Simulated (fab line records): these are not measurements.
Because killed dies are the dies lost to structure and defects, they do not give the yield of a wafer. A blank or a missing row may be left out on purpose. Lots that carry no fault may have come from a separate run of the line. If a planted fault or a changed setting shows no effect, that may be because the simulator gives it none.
Matching of chambers | flow n5 finfet | N5_BEOL_M2_ETCH_63 on rie diel-03 has 4 sister chambers
The step etches SiARC in CF4, target depth 15.6 nm, time 26 s. 8 wafers are shown with their chamber, then 7 later ones without.

WAFERS, EACH WITH ITS CHAMBER
wafer  | chamber | showerhead plenum p Torr (Torr) | drypump motor current A (A)
L846.4 | 2       | 2.14                            | 5.0
L846.6 | 2       | 2.14                            | 5.0
L847.5 | 0       | 2.23                            | 5.9
L848.3 | 1       | 2.16                            | 5.7
L848.4 | 3       | 2.06                            | 5.7
L848.5 | 3       | 2.06                            | 5.6
L858.1 | 0       | 2.22                            | 5.9
L858.2 | 1       | 2.15                            | 5.6

WAFERS WITHOUT THEIR CHAMBER
wafer  | showerhead plenum p Torr (Torr) | drypump motor current A (A)
L858.5 | 2.15                            | 5.7
L860.1 | 2.05                            | 5.7
L860.3 | 2.13                            | 5.0
L860.4 | 2.15                            | 5.7
L862.2 | 2.22                            | 5.9
L862.4 | 2.12                            | 5.0
L862.5 | 2.22                            | 5.9

WHICH CHAMBER EACH ONE RAN IN
wafer  | from the rows above | in truth
L858.5 | 1                   | 1
L860.1 | 3                   | 3
L860.3 | 2                   | 2
L860.4 | 1                   | 1
L862.2 | 0                   | 0
L862.4 | 2                   | 2
L862.5 | 0                   | 0
Correct placement for 7 of the 7. Number that these rows cannot place: 0. Number placed wrongly: 0.
How it was worked out, from the rows above alone: a wafer's distance from a chamber is the root of the sum, over the readings, of the square of ((its reading less the chamber's mean) divided by the reading's scatter). The wafer belongs to the nearest chamber; if the next one is less than 2 further off, it can't be placed. A chamber's mean is the mean of its shown wafers. How the scatter is found: for the shown wafers, subtract from each reading the mean of its chamber, square and add these, divide the total by (wafers less chambers), then take the root.
